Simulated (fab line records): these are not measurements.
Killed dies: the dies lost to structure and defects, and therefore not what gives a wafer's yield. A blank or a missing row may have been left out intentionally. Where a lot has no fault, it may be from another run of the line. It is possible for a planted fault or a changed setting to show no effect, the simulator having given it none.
fab line records	flow nandHarc
record lots=5	wafers=15	lastDay=24
route steps=1159 shown P_M2@330 P_BONDPAD@351
lots untouched by any fault: they come from a run of this same line in which no faults occurred
startH: hours from the record's first day to the start of the lot's first wafer shown	waitH: hours elapsed since this lot's preceding step	" repeats the value in the row above	L1.1+2: a row that stands for several wafers	- no value present, or no start provided	* or withheld: withheld	< > ~ a bound
route shown NAME@n: NAME is a module with steps in the file, n the number in the route of the first one	usual: mean and standard deviation over wafers with no fault	same: alike in all rows	chamber/n: place in a boat	sites: each site's reading	_std_site: the standard deviation of these	_edge_site: inner sites' mean taken away from outer sites' mean	radiusMm: for every site, how far away it sits from the centre of the wafer	mask NAME#n: copy n	behind: the last tool/chamber to shape the wafer	hold: reason for holding the lot/hours on hold/outcome of the hold	device: transistor that didn't switch, given as n, p or np	end of line: the tests these same wafers got at the end of their route	a step without rows: its recipe alone	killed: count of dies lost to structure and defects at first sort (not the wafer's yield)	map: a wafer's dies, x killed, . not, _ none there
set.NAME: the setting that was run; set.NAME@STEP: the one run at that earlier step	model.NAME: the simulator's own value behind a step, which no gauge read
a table for each step, a row for each wafer; lots at some steps of the route
services: when a tool's chamber went out of use (startH, in hours from the record's first day, below 0 if earlier), for how many hours, and the reason
## steps
# step NHARC_P_M2_INSPECT_11
# usual rawDefectCount=4.5/3
lot.wafer	tool	chamber	startH	waitH	rawDefectCount
L082.3	defectInspect-01	-	175.41	0.0	5
L082.4	"	-	"	"	4
L082.6	"	-	"	"	1
L089.1	defectInspect-02	-	201.25	0.0	6
L089.3	"	-	"	"	5
L089.5	"	-	"	"	2
L088.3	defectInspect-01	-	222.32	0.0	5
L088.4	"	-	"	"	4
L088.6	"	-	"	"	3
L090.1	defectInspect-01	-	226.77	0.0	5
L090.2	"	-	"	"	7
L090.4	"	-	"	"	1
L096.1	defectInspect-02	-	255.93	0.0	0
L096.4	"	-	"	"	2
L096.5	"	-	"	"	3
# step NHARC_P_M2_DESCUM_14
# recipe timeS=3	o2FlowSccm=200	arFlowSccm=0	biasPowerW=0	chemistry=O2
# usual chamberPressureMTorr=60.00/0.057	drypumpMotorCurrentA=5.8/0.53	oesProductAu=1.002/0.0099	rfVppV=57.7/0.98	showerheadPlenumPTorr=1.91/0.099	throttleValvePct=11.312/0.009
lot.wafer	tool	chamber	startH	waitH	chamberPressureMTorr	drypumpMotorCurrentA	oesProductAu	rfHoursCounterH	rfVppV	showerheadPlenumPTorr	throttleValvePct
L082.4	rieDiel-05	2	175.47	0.1	59.99	5.9	0.995	0	56.7	1.85	11.303
L082.3	"	3	"	"	59.95	6.4	0.995	0	57.0	2.05	11.319
L082.6	"	3	"	"	60.11	6.4	1.008	-	60.6	2.05	11.315
L089.3	rieDiel-07	3	201.31	0.1	59.99	5.7	1.000	25	58.2	1.83	11.324
L089.1	"	2	"	"	60.01	5.9	1.012	24	56.5	1.83	11.310
L089.5	"	0	"	"	60.07	6.0	0.999	-	58.5	1.95	11.322
L088.3	rieDiel-05	0	222.39	0.1	59.96	4.8	1.006	1	55.1	1.80	11.307
L088.4	"	1	"	"	60.00	5.8	0.993	1	58.4	1.97	11.321
L088.6	"	3	"	"	60.03	6.4	1.016	-	59.7	2.05	11.322
L090.4	rieDiel-05	1	226.83	0.1	60.12	5.8	0.993	2	57.3	1.97	11.324
L090.1	"	2	"	"	60.08	5.9	1.003	1	57.4	1.84	11.303
L090.2	"	3	"	"	60.00	6.4	1.009	2	57.7	2.05	11.323
L096.4	rieDiel-03	2	256.01	0.1	59.93	6.2	1.010	11	57.2	1.78	11.296
L096.1	"	3	"	"	59.90	6.2	1.005	12	58.1	1.90	11.313
L096.5	"	1	"	"	60.04	6.1	1.007	-	57.5	1.77	11.308
# step NHARC_P_M2_ETCH_35
# recipe targetDepthA=400	overetchA=120	timeS=43.94	ionEnergyEv=200	n2FlowSccm=150	h2FlowSccm=150	arFlowSccm=0	rfW=400	biasW=150	chemistry=N2/H2
# usual chamberPressureMTorr=30.000/0.026	drypumpMotorCurrentA=5.8/0.52	oesProductAu=0.999/0.01	rfVppV=430/3.2	showerheadPlenumPTorr=2.03/0.11	throttleValvePct=14.170/0.009
lot.wafer	tool	chamber	startH	waitH	chamberPressureMTorr	drypumpMotorCurrentA	oesProductAu	rfHoursCounterH	rfVppV	showerheadPlenumPTorr	throttleValvePct
L082.4	rieDiel-05	1	175.56	0.1	30.007	5.8	0.982	0	433	2.10	14.184
L082.3	"	2	"	"	29.987	6.0	1.011	0	430	1.97	14.154
L082.6	"	1	"	"	29.988	5.8	0.990	-	433	2.10	14.170
L089.3	rieDiel-07	0	201.40	0.1	29.984	5.9	1.001	25	430	2.08	14.177
L089.1	"	2	"	"	29.999	5.9	1.013	24	428	1.94	14.170
L089.5	"	0	"	"	29.974	5.9	1.002	-	431	2.08	14.152
L088.3	rieDiel-05	2	222.48	0.1	29.999	5.9	1.003	1	427	1.97	14.175
L088.4	"	3	"	"	29.992	6.5	0.996	1	434	2.18	14.164
L088.6	"	1	"	"	29.946	5.8	0.986	-	433	2.10	14.160
L090.2	rieDiel-05	2	226.92	0.1	29.981	6.0	1.010	1	428	1.97	14.181
L090.4	"	3	"	"	30.018	6.4	0.999	2	435	2.18	14.158
L090.1	"	0	"	"	29.993	4.8	1.000	1	428	1.91	14.168
L096.1	rieDiel-03	2	256.08	0.1	30.021	6.3	1.003	11	427	1.90	14.170
L096.4	"	3	"	"	29.953	6.2	1.001	12	431	2.03	14.179
L096.5	"	2	"	"	29.987	6.3	1.008	-	427	1.90	14.171
# step NHARC_P_M2_ETCH_15
# recipe targetDepthA=1825	timeS=91.2	c4f8FlowSccm=withheld	arFlowSccm=400	rfW=600	biasW=300	chemistry=C4F8/Ar
# usual chamberPressureMTorr=25.002/0.024	oesProductAu=0.951/0.023	rfVppV=441/3.2
lot.wafer	tool	chamber	startH	waitH	chamberPressureMTorr	oesProductAu	rfHoursCounterH	rfVppV
L082.4	rieDiel-05	3	-	-	25.012	0.968	0	444
L082.3	"	0	"	"	24.993	0.972	0	438
L082.6	"	2	"	"	24.977	0.965	-	438
L089.1	rieDiel-07	3	-	-	25.004	0.930	25	439
L089.3	"	0	"	"	24.983	0.926	25	442
L089.5	"	0	"	"	25.030	0.935	-	442
L088.4	rieDiel-05	2	-	-	24.977	0.931	1	440
L088.3	"	0	"	"	25.034	0.921	1	436
L088.6	"	1	"	"	25.030	0.909	-	444
L090.4	rieDiel-05	2	-	-	24.974	0.982	1	440
L090.2	"	0	"	"	24.996	0.957	1	437
L090.1	"	1	"	"	25.003	0.969	2	443
L096.1	rieDiel-03	2	-	-	24.934	0.926	11	437
L096.4	"	0	"	"	24.971	0.924	11	440
L096.5	"	1	"	"	25.028	0.937	-	437
# step NHARC_P_M2_CD_MEAS_16
# usual cdNm=169.5/0.67
lot.wafer	tool	chamber	startH	waitH	cdNm
L082.3	cdSem-03	-	175.78	-	169.2
L082.4	"	-	"	"	169.7
L082.6	"	-	"	"	169.6
L089.1	cdSem-02	-	201.61	-	168.9
L089.3	"	-	"	"	169.9
L089.5	"	-	"	"	170.3
L088.3	cdSem-02	-	222.69	-	170.2
L088.4	"	-	"	"	169.2
L088.6	"	-	"	"	170.0
L090.1	cdSem-03	-	227.14	-	169.5
L090.2	"	-	"	"	169.8
L090.4	"	-	"	"	169.4
L096.1	cdSem-01	-	256.29	-	169.5
L096.4	"	-	"	"	170.8
L096.5	"	-	"	"	168.9
# step NHARC_P_M2_STRIP_18
# recipe powerW=1000	n2FlowSccm=150	h2FlowSccm=150	arFlowSccm=0	biasW=0	chemistry=N2/H2
# usual chamberPressureMTorr=30.004/0.028	drypumpMotorCurrentA=5.8/0.46	oesProductAu=0.999/0.0094	powerW=1000.1/2.7	rfVppV=90.7/0.92	showerheadPlenumPTorr=2.04/0.11	throttleValvePct=14.172/0.0091
lot.wafer	tool	chamber	startH	waitH	chamberPressureMTorr	drypumpMotorCurrentA	oesProductAu	powerW	rfHoursCounterH	rfVppV	showerheadPlenumPTorr	throttleValvePct
L082.4	rieDiel-07	3	175.85	0.1	30.005	5.7	0.995	1002.5	21	90.5	1.95	14.165
L082.3	"	2	"	"	30.014	5.9	1.014	996.9	19	90.3	1.94	14.165
L082.6	"	3	"	"	29.968	5.7	0.986	996.4	-	90.4	1.95	14.165
L089.3	rieDiel-03	3	201.72	0.1	29.978	6.2	0.991	1000.6	56	91.5	2.04	14.157
L089.1	"	1	"	"	30.014	6.1	0.994	994.9	47	90.0	1.89	14.169
L089.5	"	2	"	"	30.032	6.3	1.002	1000.8	-	89.8	1.90	14.167
L088.4	rieDiel-07	2	222.79	0.1	29.993	5.9	1.002	1001.1	28	89.5	1.94	14.169
L088.3	"	0	"	"	29.992	5.9	1.001	1001.7	30	91.7	2.08	14.175
L088.6	"	1	"	"	29.991	5.7	0.986	997.0	-	91.7	2.20	14.173
L090.4	rieDiel-05	3	227.21	0.1	29.996	6.4	1.001	1002.7	2	91.9	2.18	14.171
L090.1	"	0	"	"	29.980	4.8	0.988	1000.1	2	90.1	1.91	14.171
L090.2	"	2	"	"	30.025	5.9	1.005	1004.9	1	90.3	1.96	14.177
L096.1	rieDiel-03	3	256.40	0.1	29.986	6.2	1.012	998.0	12	91.4	2.03	14.168
L096.4	"	0	"	"	29.958	5.8	1.002	995.6	11	90.4	2.03	14.189
L096.5	"	3	"	"	29.991	6.2	1.005	1001.1	-	90.2	2.03	14.166
# step NHARC_P_M2_ETCH_28
# recipe targetDepthA=300	overEtchFrac=0.3	timeS=72.99	ionEnergyEv=150	cf4FlowSccm=50	n2FlowSccm=100	arFlowSccm=150	rfW=300	biasW=100	chemistry=CF4/N2
# usual chamberPressureMTorr=30.000/0.026	drypumpMotorCurrentA=5.8/0.43	oesProductAu=0.998/0.0095	rfVppV=314.1/2.2	showerheadPlenumPTorr=2.62/0.13	throttleValvePct=19.796/0.009
lot.wafer	tool	chamber	startH	waitH	chamberPressureMTorr	drypumpMotorCurrentA	oesProductAu	rfHoursCounterH	rfVppV	showerheadPlenumPTorr	throttleValvePct
L082.3	rieDiel-07	1	-	-	29.986	5.7	0.976	17	315.5	2.82	19.808
L082.4	"	2	"	"	30.018	5.9	0.994	19	312.7	2.51	19.788
L082.6	"	2	"	"	29.990	5.9	1.000	-	312.0	2.51	19.800
L089.1	rieDiel-03	1	-	-	30.056	6.1	0.995	47	310.8	2.45	19.798
L089.3	"	2	"	"	29.981	6.3	0.997	52	310.2	2.46	19.796
L089.5	"	1	"	"	30.024	6.1	1.001	-	311.1	2.45	19.798
L088.3	rieDiel-07	3	-	-	29.972	5.7	1.008	29	312.7	2.51	19.797
L088.4	"	1	"	"	29.973	5.7	0.976	27	316.6	2.81	19.802
L088.6	"	0	"	"	30.061	5.9	0.996	-	314.9	2.68	19.802
L090.1	rieDiel-05	2	-	-	29.996	5.9	1.000	1	314.4	2.54	19.802
L090.2	"	0	"	"	29.978	4.8	0.983	2	311.8	2.47	19.803
L090.4	"	1	"	"	30.017	5.8	0.999	2	315.6	2.70	19.798
L096.1	rieDiel-03	2	-	-	30.047	6.3	1.017	11	311.7	2.46	19.803
L096.4	"	3	"	"	29.970	6.2	1.013	12	315.1	2.61	19.813
L096.5	"	3	"	"	30.024	6.1	1.012	-	314.1	2.61	19.799
# step NHARC_P_M2_STRIP_19
# recipe timeS=600	tempC=30	chemistry=postEtchResidueRemover
lot.wafer	tool	chamber	startH	waitH
L082.4+3+6	wetBench-10	5,6,0	176.22	-
L089.5+3+1	wetBench-08	6,1,2	202.12	-
L088.4+3+6	wetBench-10	0,4,5	223.13	-
L090.4+1+2	wetBench-10	0,3,4	227.58	-
L096.1+5+4	wetBench-08	6,0,3	256.74	-
# step NHARC_P_M2_DEGAS_29
# recipe tempC=250	timeS=60
# usual heaterPowerW=306/25
lot.wafer	tool	chamber	startH	waitH	heaterPowerW
L082.3	pvdSputter-03	-	176.50	-	298
L082.4	"	-	"	"	308
L082.6	"	-	"	"	325
L089.1	pvdSputter-02	-	202.44	-	374
L089.3	"	-	"	"	284
L089.5	"	-	"	"	305
L088.4	pvdSputter-01	-	223.40	-	306
L088.3	"	-	"	"	274
L088.6	"	-	"	"	303
L090.2	pvdSputter-01	-	227.86	-	299
L090.4	"	-	"	"	311
L090.1	"	-	"	"	311
L096.4	pvdSputter-02	-	257.06	-	382
L096.1	"	-	"	"	321
L096.5	"	-	"	"	308
# step NHARC_P_M2_PRE_CLEAN_30
# recipe timeS=30	tempC=280	gas=H2/He
# usual heaterPowerW=376/31
lot.wafer	tool	chamber	startH	waitH	heaterPowerW
L082.4	pvdSputter-03	-	-	-	319
L082.3	"	-	"	"	363
L082.6	"	-	"	"	387
L089.1	pvdSputter-02	-	-	-	384
L089.3	"	-	"	"	469
L089.5	"	-	"	"	385
L088.4	pvdSputter-01	-	-	-	376
L088.3	"	-	"	"	347
L088.6	"	-	"	"	365
L090.2	pvdSputter-01	-	-	-	336
L090.1	"	-	"	"	364
L090.4	"	-	"	"	384
L096.1	pvdSputter-02	-	-	-	376
L096.4	"	-	"	"	399
L096.5	"	-	"	"	394
# step NHARC_P_M2_PVD_20
# recipe targetThkA=50	biasV=168.6	powerW=15000	chamberPressurePa=0.12	timeS=8.06	substrateTempC=50	material=TaN
# usual throttleValvePct=29.6/1.4
lot.wafer	tool	chamber	startH	waitH	throttleValvePct
L082.3	pvdSputter-03	-	-	-	29.8
L082.4	"	-	"	"	29.2
L082.6	"	-	"	"	30.5
L089.1	pvdSputter-02	-	-	-	30.0
L089.3	"	-	"	"	30.3
L089.5	"	-	"	"	31.0
L088.4	pvdSputter-01	-	-	-	30.1
L088.3	"	-	"	"	32.0
L088.6	"	-	"	"	30.4
L090.1	pvdSputter-01	-	-	-	28.6
L090.2	"	-	"	"	30.5
L090.4	"	-	"	"	27.2
L096.1	pvdSputter-02	-	-	-	29.4
L096.4	"	-	"	"	30.6
L096.5	"	-	"	"	30.7
# step NHARC_P_M2_PVD_21
# recipe targetThkA=300	chamberPressurePa=5	powerW=5000	substrateTempC=30	timeS=20.49	material=Cu
# usual throttleValvePct=29.8/1.4
lot.wafer	tool	chamber	startH	waitH	throttleValvePct
L082.4	pvdSputter-03	-	-	-	30.6
L082.3	"	-	"	"	28.1
L082.6	"	-	"	"	29.5
L089.3	pvdSputter-02	-	-	-	31.2
L089.1	"	-	"	"	30.2
L089.5	"	-	"	"	29.9
L088.3	pvdSputter-01	-	-	-	28.6
L088.4	"	-	"	"	30.4
L088.6	"	-	"	"	31.8
L090.4	pvdSputter-01	-	-	-	27.2
L090.2	"	-	"	"	32.3
L090.1	"	-	"	"	30.1
L096.4	pvdSputter-02	-	-	-	29.7
L096.1	"	-	"	"	30.2
L096.5	"	-	"	"	30.6
# step NHARC_P_M2_ECD_22
# recipe targetThkA=4000	bathTempC=25	material=Cu
lot.wafer	tool	chamber	startH	waitH
L082.4+3+6	ecdCu-02	0,1,1	176.95	-
L089.1+3+5	ecdCu-01	1	202.80	-
L088.3+4+6	ecdCu-02	0,1,0	223.89	-
L090.2+1+4	ecdCu-01	1,0,1	228.22	-
L096.1+4+5	ecdCu-02	0,1,1	257.48	-
# step NHARC_P_M2_ANNEAL_31
# recipe tempC=225	timeS=90
# usual annealTempCMax=225.75/0.21	wafer_temp_C_max=226.5/0.34
lot.wafer	tool	chamber	startH	waitH	annealTempCMax	wafer_temp_C_max
L082.3	rtpAnneal-01	0	177.33	-	226.15	226.2
L082.4	"	0	"	"	225.65	226.4
L082.6	"	0	"	"	225.72	226.7
L089.1	rtpAnneal-01	0	203.18	0.3	225.68	226.9
L089.3	"	0	"	"	225.94	226.4
L089.5	"	0	"	"	225.75	226.4
L088.3	rtpAnneal-02	0	224.34	0.4	225.88	226.7
L088.4	"	0	"	"	225.68	226.0
L088.6	"	0	"	"	226.08	226.5
L090.1	rtpAnneal-01	0	228.59	-	225.86	227.3
L090.2	"	0	"	"	225.91	226.9
L090.4	"	0	"	"	225.59	227.1
L096.1	rtpAnneal-01	0	257.84	-	225.72	226.7
L096.4	"	0	"	"	226.03	226.6
L096.5	"	0	"	"	225.58	226.1
# step NHARC_P_M2_CMP_23
# recipe tOverpolishS=20	targetThkNm=144.3
# usual motorCurrentA=12.6/1.2	padLifeWafers=297/160	timeToEndpointS=28.7/2.3
lot.wafer	tool	chamber	startH	waitH	motorCurrentA	padLifeWafers	timeToEndpointS
L082.4	cmp-01	3	177.60	-	13.1	547	29.8
L082.3	"	0	"	"	12.5	548	29.2
L082.6	"	3	"	"	14.1	-	28.5
L089.1	cmp-01	2	203.58	-	11.2	62	29.4
L089.3	"	3	"	"	12.4	63	25.8
L089.5	"	0	"	"	12.6	-	30.9
L088.4	cmp-03	2	224.59	-	12.2	294	29.5
L088.3	"	0	"	"	11.7	296	28.2
L088.6	"	2	"	"	12.0	-	28.3
L090.2	cmp-02	0	228.94	-	14.7	444	28.8
L090.1	"	2	"	"	11.8	446	26.5
L090.4	"	3	"	"	10.8	447	30.9
L096.1	cmp-02	2	258.21	-	12.1	169	28.8
L096.4	"	0	"	"	14.4	171	28.8
L096.5	"	2	"	"	11.5	-	25.3
# step NHARC_P_M2_THK_MEAS_24
# recipe thkMeasGauge=xrf
# usual thkNm=144.1/1.4
lot.wafer	tool	chamber	startH	waitH	thkNm
L082.3	filmMetro-01	-	177.89	-	141.8
L082.4	"	-	"	"	141.6
L082.6	"	-	"	"	143.4
L089.1	filmMetro-02	-	203.84	-	143.8
L089.3	"	-	"	"	145.1
L089.5	"	-	"	"	142.8
L088.3	filmMetro-01	-	224.90	-	143.6
L088.4	"	-	"	"	143.0
L088.6	"	-	"	"	142.6
L090.1	filmMetro-01	-	229.25	-	142.7
L090.2	"	-	"	"	142.1
L090.4	"	-	"	"	143.8
L096.1	filmMetro-02	-	258.50	-	143.7
L096.4	"	-	"	"	146.2
L096.5	"	-	"	"	145.8
# step NHARC_P_M2_SRD_25
lot.wafer	tool	chamber	startH	waitH
L082.3+6+4	wetBench-08	6,7,0	177.93	0.0
L089.1+5+3	wetBench-10	7,0,1	203.89	0.1
L088.6+4+3	wetBench-10	2,4,6	224.95	0.0
L090.1+2+4	wetBench-10	5,0,1	229.29	0.0
L096.5+1+4	wetBench-10	5,0,1	258.54	0.0
# step NHARC_P_M2_INSPECT_27
# usual rawDefectCount=312/110
lot.wafer	tool	chamber	startH	waitH	rawDefectCount
L082.3	defectInspect-01	-	178.04	0.0	459
L082.4	"	-	"	"	262
L082.6	"	-	"	"	604
L089.1	defectInspect-02	-	203.99	0.0	402
L089.3	"	-	"	"	281
L089.5	"	-	"	"	405
L088.3	defectInspect-01	-	225.06	0.0	173
L088.4	"	-	"	"	193
L088.6	"	-	"	"	234
L090.1	defectInspect-01	-	229.41	0.0	458
L090.2	"	-	"	"	442
L090.4	"	-	"	"	464
L096.1	defectInspect-02	-	258.66	0.0	229
L096.4	"	-	"	"	411
L096.5	"	-	"	"	311
# step NHARC_P_M2_PRE_CLEAN_32
# recipe timeS=12	tempC=370	rfPowerW=300	gas=NH3
# usual heaterPowerOuterW=336/49	heaterPowerW=572/68
lot.wafer	tool	chamber	startH	waitH	heaterPowerOuterW	heaterPowerW
L082.3	pecvd-03	0	178.11	0.1	307	524
L082.4	"	0	"	"	314	524
L082.6	"	2	"	"	337	572
L089.3	pecvd-02	1	204.09	0.1	311	579
L089.1	"	0	"	"	388	627
L089.5	"	2	"	"	321	522
L088.3	pecvd-03	1	225.14	0.1	349	629
L088.4	"	1	"	"	352	618
L088.6	"	2	"	"	376	615
L090.2	pecvd-02	1	229.49	0.1	341	610
L090.1	"	2	"	"	286	480
L090.4	"	1	"	"	337	604
L096.1	pecvd-02	0	258.81	0.2	422	667
L096.5	"	2	"	"	319	499
L096.4	"	0	"	"	410	675
# step NHARC_P_M2_DEP_33
# recipe targetThkA=300	tempC=370	targetThkNm=30	pressureTorr=3	flowSccm=200	rfW=450	material=SiCN
# usual heaterPowerOuterW=297/47	heaterPowerW=521/63
lot.wafer	tool	chamber	startH	waitH	heaterPowerOuterW	heaterPowerW
L082.3	pecvd-03	0	178.19	0.1	286	485
L082.4	"	0	"	"	289	497
L082.6	"	2	"	"	340	565
L089.3	pecvd-02	1	204.16	0.1	336	600
L089.1	"	0	"	"	330	543
L089.5	"	2	"	"	254	452
L088.3	pecvd-03	1	225.25	0.1	252	481
L088.4	"	1	"	"	241	494
L088.6	"	2	"	"	306	529
L090.2	pecvd-02	1	229.60	0.1	304	543
L090.1	"	2	"	"	237	441
L090.4	"	1	"	"	304	550
L096.1	pecvd-02	0	258.92	0.1	363	561
L096.5	"	2	"	"	237	408
L096.4	"	0	"	"	345	565
# step NHARC_P_BONDPAD_DEP_00
# recipe targetThkA=2500	tempC=370	targetThkNm=250	pressureTorr=3	flowSccm=200	rfW=450	material=SiCN
# usual heaterPowerOuterW=305/52	heaterPowerW=536/77
lot.wafer	tool	chamber	startH	waitH	heaterPowerOuterW	heaterPowerW
L082.3	pecvd-04	2	178.70	-	266	536
L082.6	"	0	"	"	320	554
L082.4	"	1	"	"	239	412
L089.3	pecvd-02	2	-	-	273	471
L089.1	"	0	"	"	330	549
L089.5	"	1	"	"	300	546
L088.3	pecvd-03	1	-	-	316	574
L088.4	"	1	"	"	317	573
L088.6	"	2	"	"	280	494
L090.2	pecvd-02	1	-	-	326	590
L090.1	"	2	"	"	291	497
L090.4	"	2	"	"	212	392
L096.1	pecvd-02	2	-	-	250	452
L096.4	"	2	"	"	264	437
L096.5	"	0	"	"	407	652
# step NHARC_P_BONDPAD_CMP_32
# recipe targetThkNm=200	material=SiCN
# usual motorCurrentA=11.9/1.3	padLifeWafers=235/140
lot.wafer	tool	chamber	startH	waitH	motorCurrentA	padLifeWafers
L082.4	cmp-04	2	179.04	-	10.3	415
L082.3	"	0	"	"	10.3	417
L082.6	"	2	"	"	10.1	-
L089.1	cmp-02	2	205.02	-	12.3	312
L089.3	"	0	"	"	15.0	314
L089.5	"	3	"	"	11.8	-
L088.4	cmp-03	3	226.00	-	11.8	300
L088.3	"	0	"	"	12.3	301
L088.6	"	0	"	"	11.8	-
L090.1	cmp-04	1	230.49	-	13.5	126
L090.4	"	2	"	"	10.3	127
L090.2	"	0	"	"	9.8	129
L096.1	cmp-02	1	259.67	-	13.5	180
L096.4	"	2	"	"	11.5	181
L096.5	"	1	"	"	13.7	-
# step NHARC_P_BONDPAD_THK_MEAS_33
# recipe thkMeasGauge=ellipsometry
# usual thkNm=199.8/1.6
lot.wafer	tool	chamber	startH	waitH	thkNm
L082.3	filmMetro-02	-	179.27	0.2	199.9
L082.4	"	-	"	"	197.6
L082.6	"	-	"	"	197.1
L089.1	filmMetro-01	-	205.27	0.2	197.3
L089.3	"	-	"	"	198.0
L089.5	"	-	"	"	198.1
L088.3	filmMetro-01	-	226.26	0.2	200.2
L088.4	"	-	"	"	196.6
L088.6	"	-	"	"	200.1
L090.1	filmMetro-01	-	230.74	0.2	197.4
L090.2	"	-	"	"	199.5
L090.4	"	-	"	"	198.3
L096.1	filmMetro-01	-	259.93	0.2	199.6
L096.4	"	-	"	"	198.7
L096.5	"	-	"	"	197.5
# step NHARC_P_BONDPAD_SRD_34
lot.wafer	tool	chamber	startH	waitH
L082.6+3+4	wetBench-08	3,4,6	179.31	0.0
L089.3+1+5	wetBench-08	5,7,1	205.32	0.0
L088.4+6+3	wetBench-08	1,2,4	226.30	0.0
L090.2+4+1	wetBench-10	2,5,7	230.78	0.0
L096.5+1+4	wetBench-08	1,3,4	259.97	0.0
# step NHARC_P_BONDPAD_DEHYDRATE_01
# recipe tempC=150	timeS=120
lot.wafer	tool	chamber	startH	waitH
L082.3+4+6	lithoTrack-03	0	179.39	0.1
L089.1+3+5	lithoTrack-07	0	205.43	0.1
L088.3+4+6	lithoTrack-02	0	226.38	0.1
L090.1+2+4	lithoTrack-07	0	230.86	0.1
L096.1+4+5	lithoTrack-07	0	260.07	0.1
# step NHARC_P_BONDPAD_HMDS_02
# recipe timeS=30
lot.wafer	tool	chamber	startH	waitH
L082.3+4+6	lithoTrack-03	0	-	-
L089.1+3+5	lithoTrack-07	0	-	-
L088.3+4+6	lithoTrack-02	0	-	-
L090.1+2+4	lithoTrack-07	0	-	-
L096.1+4+5	lithoTrack-07	0	-	-
# step NHARC_P_BONDPAD_COAT_36
# recipe tempC=200	timeS=65
lot.wafer	tool	chamber	startH	waitH
L082.3+4+6	lithoTrack-03	0	-	-
L089.1+3+5	lithoTrack-07	0	-	-
L088.3+4+6	lithoTrack-02	0	-	-
L090.1+2+4	lithoTrack-07	0	-	-
L096.1+4+5	lithoTrack-07	0	-	-
# step NHARC_P_BONDPAD_COAT_03
# recipe spinRpm=2000	resistThkNm=600
lot.wafer	tool	chamber	startH	waitH
L082.3+4+6	lithoTrack-03	0	-	-
L089.1+3+5	lithoTrack-07	0	-	-
L088.3+4+6	lithoTrack-02	0	-	-
L090.1+2+4	lithoTrack-07	0	-	-
L096.1+4+5	lithoTrack-07	0	-	-
# step NHARC_P_BONDPAD_SOFTBAKE_04
# recipe tempC=125	timeS=70
lot.wafer	tool	chamber	startH	waitH
L082.3+4+6	lithoTrack-03	0	-	-
L089.1+3+5	lithoTrack-07	0	-	-
L088.3+4+6	lithoTrack-02	0	-	-
L090.1+2+4	lithoTrack-07	0	-	-
L096.1+4+5	lithoTrack-07	0	-	-
# step NHARC_P_BONDPAD_EBR_05
lot.wafer	tool	chamber	startH	waitH
L082.3+4+6	lithoTrack-03	0	-	-
L089.1+3+5	lithoTrack-07	0	-	-
L088.3+4+6	lithoTrack-02	0	-	-
L090.1+2+4	lithoTrack-07	0	-	-
L096.1+4+5	lithoTrack-07	0	-	-
# step NHARC_P_BONDPAD_EXPOSE_06
# recipe na=0.55	doseMj=37.06	maskId=P_BPAD
lot.wafer	tool	chamber	startH	waitH	mask
L082.3+4+6	krfScanner-02	0	179.69	-	P_BPAD#0
L089.1+3+5	krfScanner-03	0	205.72	-	P_BPAD#0
L088.3+4+6	krfScanner-02	0	226.68	-	P_BPAD#0
L090.1+2+4	krfScanner-03	0	231.15	-	P_BPAD#0
L096.1+4+5	krfScanner-02	0	260.36	-	P_BPAD#0
# step NHARC_P_BONDPAD_PEB_07
# recipe pebTempC=128	pebTimeS=80
lot.wafer	tool	chamber	startH	waitH
L082.3+4+6	lithoTrack-02	0	179.75	0.1
L089.1+3+5	lithoTrack-02	0	205.79	0.1
L088.3+4+6	lithoTrack-07	0	226.74	0.1
L090.1+2+4	lithoTrack-07	0	231.22	0.1
L096.1+4+5	lithoTrack-07	0	260.43	0.1
# step NHARC_P_BONDPAD_DEVELOP_08
# recipe timeS=50	devTempC=22
lot.wafer	tool	chamber	startH	waitH
L082.3+4+6	lithoTrack-02	0	-	-
L089.1+3+5	lithoTrack-02	0	-	-
L088.3+4+6	lithoTrack-07	0	-	-
L090.1+2+4	lithoTrack-07	0	-	-
L096.1+4+5	lithoTrack-07	0	-	-
# step NHARC_P_BONDPAD_CD_MEAS_09
# recipe targetCdNm=500	landingEnergyEv=500
# usual cdNm=498.6/1.8
lot.wafer	tool	chamber	startH	waitH	cdNm
L082.3	cdSem-02	0	179.83	-	497.9
L082.4	"	0	"	"	498.4
L082.6	"	0	"	"	500.4
L089.1	cdSem-01	0	205.87	-	497.8
L089.3	"	0	"	"	499.5
L089.5	"	0	"	"	496.2
L088.3	cdSem-02	0	226.82	-	494.5
L088.4	"	0	"	"	496.1
L088.6	"	0	"	"	495.1
L090.1	cdSem-01	0	231.30	-	497.3
L090.2	"	0	"	"	500.4
L090.4	"	0	"	"	494.9
L096.1	cdSem-01	0	260.52	-	494.8
L096.4	"	0	"	"	500.9
L096.5	"	0	"	"	497.8
# step NHARC_P_BONDPAD_OVL_MEAS_38
# usual overlayXNm=0/5.2	overlayYNm=-3/3.7
lot.wafer	tool	chamber	startH	waitH	overlayXNm	overlayYNm
L082.3	overlay-02	-	179.92	-	3	-5
L082.4	"	-	"	"	3	-5
L082.6	"	-	"	"	3	-5
L089.1	overlay-01	-	205.96	-	1	-7
L089.3	"	-	"	"	1	-8
L089.5	"	-	"	"	1	-8
L088.3	overlay-01	-	226.91	-	-1	-7
L088.4	"	-	"	"	-1	-6
L088.6	"	-	"	"	-1	-6
L090.1	overlay-02	-	231.39	-	-9	1
L090.2	"	-	"	"	-9	2
L090.4	"	-	"	"	-8	1
L096.1	overlay-01	-	260.60	-	-3	-7
L096.4	"	-	"	"	-3	-7
L096.5	"	-	"	"	-3	-7
# step NHARC_P_BONDPAD_HARDBAKE_10
# recipe tempC=118	timeS=65
lot.wafer	tool	chamber	startH	waitH
L082.3+4+6	lithoTrack-03	0	179.97	0.1
L089.1+3+5	lithoTrack-03	0	206.01	0.0
L088.3+4+6	lithoTrack-03	0	226.96	0.1
L090.1+2+4	lithoTrack-02	0	231.44	0.0
L096.1+4+5	lithoTrack-07	0	260.65	0.0
## services
tool	chamber	startH	hours	kind
pecvd-02	-	153.14	13.0	pm
pvdSputter-01	-	158.03	10.0	pm
rieDiel-05	-	163.60	9.0	pm
lithoTrack-02	-	165.00	7.0	pm
pecvd-03	-	168.33	5.8	repair
pecvd-02	2	170.18	2.3	repair
cmp-02	-	176.60	2.6	repair
pvdSputter-02	-	187.60	2.7	repair
lithoTrack-07	-	189.00	7.0	pm
rieDiel-05	1	195.22	6.1	repair
rieDiel-07	3	195.50	2.0	repair
pvdSputter-03	-	195.69	6.6	repair
rieDiel-05	2	197.80	8.4	repair
wetBench-10	-	202.09	1.0	repair
lithoTrack-03	-	213.00	7.0	pm
rieDiel-03	-	215.30	9.0	pm
rieDiel-07	-	224.97	0.5	repair
pvdSputter-03	-	226.36	4.4	repair
rieDiel-07	-	228.53	9.0	pm
wetBench-08	-	230.40	8.0	pm
pvdSputter-02	-	231.39	10.0	pm
cmp-02	-	231.55	4.0	pm
pvdSputter-01	-	246.58	14.5	repair
wetBench-10	-	247.20	8.0	pm
## key
fault none
